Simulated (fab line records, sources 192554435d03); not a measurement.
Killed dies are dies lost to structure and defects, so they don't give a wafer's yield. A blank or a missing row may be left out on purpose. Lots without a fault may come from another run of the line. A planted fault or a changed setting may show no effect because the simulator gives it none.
fab line records | flow n5_finfet
record lots=9 wafers=27 last_day=18
route steps=1938 shown DUMMY_GATE@241 BEOL_M4@1111
lots that met no fault: from a run of the same line without faults
start_h: hours from the record's first day to the start of the lot's first wafer shown | wait_h: hours since the lot's step before | " the same as in the row above | L1.1+2: a row that stands for several wafers | - no value, or no start given | * or withheld: withheld | < > ~ a bound
route shown NAME@n: a module of which the file shows steps, and the number in the route of the first | usual: mean/standard deviation of fault-free wafers | same: alike in all rows | chamber/n: place in a boat | sites: the reading at each site | _std_site: their standard deviation | _edge_site: outer sites' mean less inner sites' | radius_mm: how far each site lies from the wafer's centre | mask NAME#n: copy n | behind: the tool/chamber that last shaped the wafer | hold: why the lot was held/for how many hours/how that ended | device: the transistor (n, p or np) that didn't switch | end of line: the same wafers' tests at the end of the route | a step without rows: its recipe alone | killed: dies lost to structure and defects at the first sort, not the wafer's yield | map: a wafer's dies, x killed, . not, _ none there
set.NAME: the setting as run; set.NAME@STEP: as run at that earlier step | model.NAME: the simulator's own value behind a step, which no gauge read
steps of the route over a sample of lots; a table a step, a row a wafer
services: from which hour (start_h, from the record's first day; less than 0 if before it) a tool's chamber was out of use, for how many hours, and why
## steps
# step N5_DUMMY_GATE_STRIP_40
# recipe chemistry=CF4 resist=SiARC power_w=300 bias_power_w=75 pressure_mtorr=50 cf4_flow_sccm=150 rf_frequency_hz=6e+07
# usual drypump_motor_current_A=5.7/0.41 oes_product_au=0.75/0.052 rf_vpp_V=271.7/1.4 showerhead_plenum_p_Torr=1.82/0.055 throttle_valve_pct=13.64/0.2
# columns lot.wafer tool chamber start_h wait_h drypump_motor_current_A oes_product_au rf_hours_counter_h rf_vpp_V showerhead_plenum_p_Torr throttle_valve_pct
L143.1 rie_diel-02 0 73.16 0.1 6.6 0.72 188 268.3 1.70 13.66
L143.2 " 1 " " 6.0 0.78 113 272.0 1.81 13.24
L143.4 " 2 " " 5.1 0.77 121 274.1 1.88 13.80
L144.1 rie_diel-06 0 78.20 0.1 5.3 0.90 27 270.1 1.83 13.32
L144.4 " 3 " " 5.7 0.72 200 272.8 1.85 13.75
L144.5 " 3 " " 5.7 0.72 - 271.6 1.85 13.76
L147.2 rie_diel-06 2 97.57 0.1 6.1 0.76 123 270.2 1.88 13.75
L147.3 " 1 " " 5.8 0.72 204 273.2 1.86 13.82
L147.6 " 2 " " 6.1 0.77 - 274.0 1.88 13.75
L148.3 rie_diel-02 0 103.70 0.1 6.6 0.71 196 269.2 1.70 13.69
L148.4 " 1 " " 6.0 0.78 121 269.9 1.81 13.25
L148.5 " 0 " " 6.6 0.71 - 268.9 1.70 13.70
L149.4 rie_diel-02 1 106.66 0.2 6.0 0.77 122 272.8 1.81 13.25
L149.5 " 0 " " 6.6 0.71 - 269.8 1.70 13.69
L149.6 " 3 " " 5.6 0.72 - 273.7 1.86 13.58
L151.1 rie_diel-06 0 121.61 0.1 5.4 0.88 39 272.1 1.82 13.34
L151.3 " 1 " " 5.8 0.72 210 272.0 1.85 13.84
L151.5 " 1 " " 5.7 0.72 - 271.8 1.85 13.83
L152.1 rie_diel-03 1 131.41 0.1 5.5 0.71 218 272.7 1.79 13.75
L152.3 " 3 " " 5.5 0.74 177 272.3 1.79 13.66
L152.4 " 0 " " 5.3 0.79 125 272.5 1.88 13.56
L160.3 rie_diel-02 1 178.26 0.1 6.0 0.76 142 270.9 1.81 13.28
L160.4 " 3 " " 5.6 0.70 223 272.8 1.85 13.61
L160.5 " 1 " " 6.0 0.76 - 272.7 1.81 13.30
L162.1 rie_diel-03 2 184.22 0.1 5.8 0.69 250 271.6 1.77 13.88
L162.2 " 3 " " 5.5 0.73 192 270.7 1.78 13.70
L162.4 " 0 " " 5.3 0.78 140 273.6 1.88 13.63
# step N5_DUMMY_GATE_ETCH_32
# recipe chemistry=CF4 target=SiO2 target_depth_a=35 time_s=3.9 ion_energy_ev=350 pressure_mtorr=10 icp_w=800 bias_w=400 cf4_flow_sccm=80
# usual bias_w=400.2/1.1 drypump_motor_current_A=5.7/0.56 oes_product_au=0.990/0.014 throttle_valve_pct=21.74/0.23
# columns lot.wafer tool chamber start_h wait_h bias_w drypump_motor_current_A oes_product_au rf_hours_counter_h throttle_valve_pct
L143.1 rie_si-03 0 73.50 0.1 400.8 6.7 0.983 82 21.48
L143.2 " 3 " " 399.7 5.7 0.989 6 22.24
L143.4 " 1 " " 401.1 5.3 0.995 187 21.66
L144.1 rie_si-04 0 78.54 0.1 401.0 5.2 0.997 8 21.79
L144.4 " 1 " " 399.3 5.3 0.985 184 21.56
L144.5 " 3 " " 398.7 5.5 1.002 - 21.60
L147.2 rie_si-05 2 97.92 0.1 399.0 6.3 0.987 100 21.86
L147.3 " 0 " " 397.9 5.9 0.965 8 22.01
L147.6 " 1 " " 399.7 5.4 0.997 - 21.49
L148.3 rie_si-03 2 104.05 0.1 398.2 6.3 0.979 38 21.53
L148.4 " 1 " " 400.0 5.3 1.003 187 21.67
L148.5 " 3 " " 402.0 5.7 0.993 - 22.26
L149.4 rie_si-03 1 107.01 0.1 400.5 5.3 0.999 188 21.67
L149.5 " 2 " " 399.5 6.2 0.975 - 21.53
L149.6 " 1 " " 399.9 5.3 1.001 - 21.66
L151.1 rie_si-05 2 121.96 0.1 400.4 6.3 0.988 100 21.86
L151.3 " 1 " " 400.2 5.4 0.997 48 21.48
L151.5 " 0 " " 403.4 5.9 0.965 - 22.01
L152.1 rie_si-05 1 131.75 0.1 399.8 5.4 0.983 48 21.48
L152.3 " 0 " " 401.0 5.9 0.952 9 21.99
L152.4 " 3 " " 402.5 6.1 0.994 65 22.01
L160.3 rie_si-04 3 178.60 0.1 398.8 5.5 0.998 66 21.59
L160.4 " 1 " " 400.4 5.3 0.987 186 21.56
L160.5 " 2 " " 400.9 4.7 1.019 - 21.70
L162.1 rie_si-04 2 184.57 0.1 400.6 4.7 1.003 180 21.70
L162.2 " 1 " " 398.9 5.3 0.984 186 21.55
L162.4 " 0 " " 399.6 5.2 1.002 10 21.82
# step N5_DUMMY_GATE_ETCH_44
# recipe chemistry=HBr/O2 over_etch_frac=0.7 target_depth_a=1275 stop_on=SiO2 ion_energy_ev=60 bias_w=20 target=poly-Si mask_material=SiO2 pressure_mtorr=20 icp_w=400 HBr_flow_sccm=120 O2_flow_sccm=10
# usual bias_w=19.99/0.06 drypump_motor_current_A=5.7/0.56 oes_product_au=0.727/0.012 throttle_valve_pct=18.47/0.2
# columns lot.wafer tool chamber start_h wait_h bias_w drypump_motor_current_A oes_product_au rf_hours_counter_h throttle_valve_pct
L143.1 rie_si-03 0 73.59 0.0 19.90 6.7 0.739 82 18.43
L143.2 " 3 " " 20.01 5.7 0.743 6 18.80
L143.4 " 1 " " 20.00 5.3 0.726 187 18.46
L144.1 rie_si-04 0 78.63 0.0 20.11 5.2 0.723 8 18.61
L144.4 " 1 " " 19.94 5.3 0.706 184 18.37
L144.5 " 3 " " 20.01 5.5 0.726 - 18.30
L147.2 rie_si-05 2 98.01 0.0 19.90 6.3 0.732 100 18.39
L147.3 " 0 " " 20.01 5.9 0.717 8 18.75
L147.6 " 1 " " 20.03 5.4 0.731 - 17.98
L148.3 rie_si-03 2 104.14 0.0 20.09 6.3 0.720 38 18.42
L148.4 " 1 " " 20.07 5.3 0.731 188 18.44
L148.5 " 3 " " 19.98 5.7 0.738 - 18.80
L149.4 rie_si-03 1 107.10 0.0 19.98 5.3 0.737 188 18.45
L149.5 " 2 " " 19.90 6.3 0.719 - 18.42
L149.6 " 1 " " 19.93 5.3 0.740 - 18.45
L151.1 rie_si-05 2 122.05 0.0 20.00 6.3 0.737 100 18.37
L151.3 " 1 " " 19.95 5.3 0.746 48 17.97
L151.5 " 0 " " 19.96 5.8 0.720 - 18.73
L152.1 rie_si-05 1 131.84 0.0 19.96 5.4 0.743 48 17.99
L152.3 " 0 " " 20.00 5.9 0.718 9 18.75
L152.4 " 3 " " 20.03 6.1 0.741 65 18.65
L160.3 rie_si-04 3 178.69 0.0 20.02 5.5 0.724 66 18.30
L160.4 " 1 " " 20.02 5.3 0.715 186 18.36
L160.5 " 2 " " 20.05 4.7 0.755 - 18.40
L162.1 rie_si-04 2 184.66 0.0 19.98 4.7 0.724 180 18.41
L162.2 " 1 " " 19.96 5.2 0.692 186 18.36
L162.4 " 0 " " 20.01 5.2 0.726 10 18.61
# step N5_DUMMY_GATE_ETCH_42
# recipe chemistry=CHF3/O2 target=SiO2 target_depth_a=35 time_s=31 ion_energy_ev=30 bias_w=12 pressure_mtorr=30 source_w=600 Ar_flow_sccm=200 CHF3_flow_sccm=50 O2_flow_sccm=5
# usual bias_w=12.00/0.04 drypump_motor_current_A=5.7/0.37 oes_product_au=0.76/0.053 rf_vpp_V=42.2/0.85 showerhead_plenum_p_Torr=2.44/0.07 throttle_valve_pct=18.82/0.2
# columns lot.wafer tool chamber start_h wait_h bias_w drypump_motor_current_A oes_product_au rf_hours_counter_h rf_vpp_V showerhead_plenum_p_Torr throttle_valve_pct
L143.1 rie_diel-03 0 73.99 0.3 12.02 5.3 0.81 109 42.1 2.53 18.70
L143.2 " 1 " " 12.07 5.6 0.71 201 43.7 2.41 18.93
L143.4 " 2 " " 11.99 5.8 0.71 219 42.6 2.37 18.88
L144.1 rie_diel-06 1 78.79 0.0 11.97 5.8 0.73 199 43.4 2.49 18.99
L144.4 " 0 " " 11.98 5.4 0.91 28 43.2 2.46 18.60
L144.5 " 0 " " 11.97 5.3 0.92 - 42.4 2.46 18.62
L147.2 rie_diel-06 0 98.17 0.0 11.97 5.4 0.90 33 42.4 2.46 18.62
L147.3 " 3 " " 11.96 5.7 0.73 205 42.1 2.49 18.95
L147.6 " 2 " " 12.08 6.1 0.79 - 42.6 2.52 18.94
L148.3 rie_diel-02 2 104.29 0.0 11.98 5.1 0.77 130 41.5 2.52 19.05
L148.4 " 0 " " 12.04 6.5 0.72 197 42.4 2.29 18.89
L148.5 " 0 " " 12.00 6.6 0.72 - 42.6 2.29 18.87
L149.4 rie_diel-02 1 107.26 0.0 12.00 6.0 0.80 122 43.1 2.41 18.32
L149.5 " 2 " " 12.03 5.1 0.77 - 41.6 2.52 19.06
L149.6 " 1 " " 12.00 6.0 0.79 - 43.9 2.41 18.29
L151.1 rie_diel-02 0 122.21 0.0 12.04 6.6 0.71 201 41.6 2.29 18.90
L151.3 " 1 " " 9.28 6.0 0.78 126 34.7 2.41 18.32
L151.5 " 1 " " 9.29 6.0 0.78 - 35.0 2.41 18.33
L152.1 rie_diel-03 2 132.00 0.0 12.04 5.8 0.71 234 43.3 2.36 18.92
L152.3 " 3 " " 11.99 5.6 0.74 177 42.6 2.39 18.82
L152.4 " 1 " " 11.99 5.6 0.70 218 42.1 2.40 18.96
L160.3 rie_diel-06 3 178.85 0.0 11.97 5.7 0.72 224 42.4 2.48 19.01
L160.4 " 0 " " 11.92 5.3 0.87 53 43.8 2.45 18.66
L160.5 " 2 " " 12.03 6.1 0.76 - 42.4 2.51 18.98
L162.1 rie_diel-03 3 184.81 0.0 11.99 5.6 0.74 192 41.2 2.39 18.87
L162.2 " 1 " " 12.02 5.5 0.69 233 42.4 2.40 18.98
L162.4 " 0 " " 12.05 5.4 0.78 140 41.6 2.52 18.76
# step N5_BEOL_M4_RC_MEAS_101
# usual DIBL_N=36.1/1.7 DIBL_P=35.9/2.1 IOFF_N=0.154/0.029 IOFF_P=0.21/0.035 ION_N=673/10 ION_P=463/7.5 SS_N=71.6/0.59 SS_P=73.2/0.69 VT_N=250.5/2.9 VT_P=-250/3.2
# columns lot.wafer tool chamber start_h wait_h DIBL_N[mV/V] DIBL_P[mV/V] IOFF_N[nA/um] IOFF_P[nA/um] ION_N[uA/um] ION_P[uA/um] SS_N[mV/dec] SS_P[mV/dec] VT_N[mV] VT_P[mV]
L143.1 prober-02 0 206.97 0.0 34.4 34.3 0.115 0.14 653 443 70.9 71.9 253.0 -259
L143.2 " 0 " " 39.7 39.3 0.204 0.20 664 447 72.2 73.8 248.9 -254
L143.4 " 0 " " 37.1 37.0 0.149 0.18 666 453 72.0 73.4 252.5 -256
L144.1 prober-02 0 212.08 0.0 35.8 35.7 0.138 0.22 664 461 71.4 72.8 252.6 -250
L144.4 " 0 " " 36.5 37.4 0.160 0.24 672 469 71.9 73.1 249.0 -248
L144.5 " 0 " " 36.2 37.3 0.155 0.24 674 466 72.1 72.9 246.5 -247
L147.2 prober-02 0 228.15 0.2 37.4 37.2 0.176 0.23 692 477 72.4 74.2 247.8 -248
L147.3 " 0 " " 35.2 35.1 0.135 0.20 687 476 71.7 73.3 250.7 -252
L147.6 " 0 " " 34.7 34.6 0.126 0.18 679 466 72.3 72.6 253.0 -252
L148.3 prober-01 0 250.37 0.3 35.9 35.1 0.149 0.18 667 454 72.2 73.1 250.0 -253
L148.4 " 0 " " 36.2 35.7 0.153 0.19 683 465 71.1 72.3 248.9 -251
L148.5 " 0 " " 38.0 38.0 0.192 0.23 683 467 71.8 73.2 244.7 -249
L151.1 prober-01 0 252.55 0.0 35.5 33.6 0.129 0.17 671 458 71.4 73.4 253.9 -256
L151.3 " 0 " " 38.1 36.0 0.174 0.21 686 459 71.9 73.2 246.4 -250
L151.5 " 0 " " 34.7 32.0 0.118 0.15 653 445 70.9 72.0 252.6 -253
L149.4 prober-02 0 252.78 0.5 35.3 35.5 0.162 0.23 678 464 71.4 74.0 251.4 -245
L149.5 " 0 " " 35.3 35.3 0.161 0.23 677 464 70.8 73.5 250.4 -248
L149.6 " 0 " " 32.9 32.6 0.119 0.19 666 459 70.7 71.7 253.0 -247
L152.1 prober-01 0 268.87 0.0 35.6 35.8 0.148 0.21 668 462 71.5 73.6 250.8 -250
L152.3 " 0 " " 35.3 35.4 0.140 0.20 665 458 71.5 73.0 251.8 -250
L152.4 " 0 " " 36.7 36.4 0.151 0.20 661 454 72.3 72.6 250.6 -250
L160.3 prober-02 0 306.34 0.3 36.1 34.5 0.143 0.21 668 466 70.9 72.8 252.3 -247
L160.4 " 0 " " 36.5 35.5 0.158 0.22 676 468 71.9 72.2 247.6 -249
L160.5 " 0 " " 35.0 33.4 0.135 0.19 677 474 71.2 72.3 251.1 -250
L162.1 prober-02 0 322.26 0.1 36.6 33.7 0.141 0.17 670 458 71.2 73.6 252.5 -254
L162.2 " 0 " " 36.2 33.5 0.131 0.17 669 457 70.7 72.3 253.5 -254
L162.4 " 0 " " 38.7 37.3 0.171 0.21 675 456 71.6 73.7 247.2 -250
## services
# columns tool chamber start_h hours kind
rie_diel-03 2 51.47 3.0 repair
rie_diel-03 0 60.76 2.5 repair
rie_diel-03 - 70.55 0.5 repair
rie_diel-03 - 75.57 0.7 repair
rie_si-03 3 85.78 4.2 repair
rie_diel-02 - 93.02 4.3 pm
rie_si-03 3 109.96 11.0 repair
rie_diel-06 3 122.88 4.4 repair
rie_si-04 - 124.91 0.7 repair
rie_si-05 1 156.92 9.0 repair
rie_si-04 2 157.94 10.1 repair
rie_si-03 - 173.36 0.3 repair
rie_si-03 - 175.49 4.5 repair
## key
first_sign step=N5_DUMMY_GATE_ETCH_42 reading=bias_w direction=down sigmas=68 usual=* struck=*
effect step=N5_DUMMY_GATE_ETCH_42 reading=rf_vpp_V direction=down sigmas=8.6 usual=42.2 struck=34.9
met_at N5_DUMMY_GATE_ETCH_42
struck_lots L151
struck_wafers L151.3,L151.5
not_acting_at N5_DUMMY_GATE_STRIP_40,N5_DUMMY_GATE_ETCH_32,N5_DUMMY_GATE_ETCH_44
onset_between 107.26 122.21
fault kind=process_parameter_drift tool=rie_diel-02 chamber=1 onset_h=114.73 steps=N5_DUMMY_GATE_ETCH_42 channel=bias_w offset=* shape=step end_h=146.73 acts_in=* stated=*
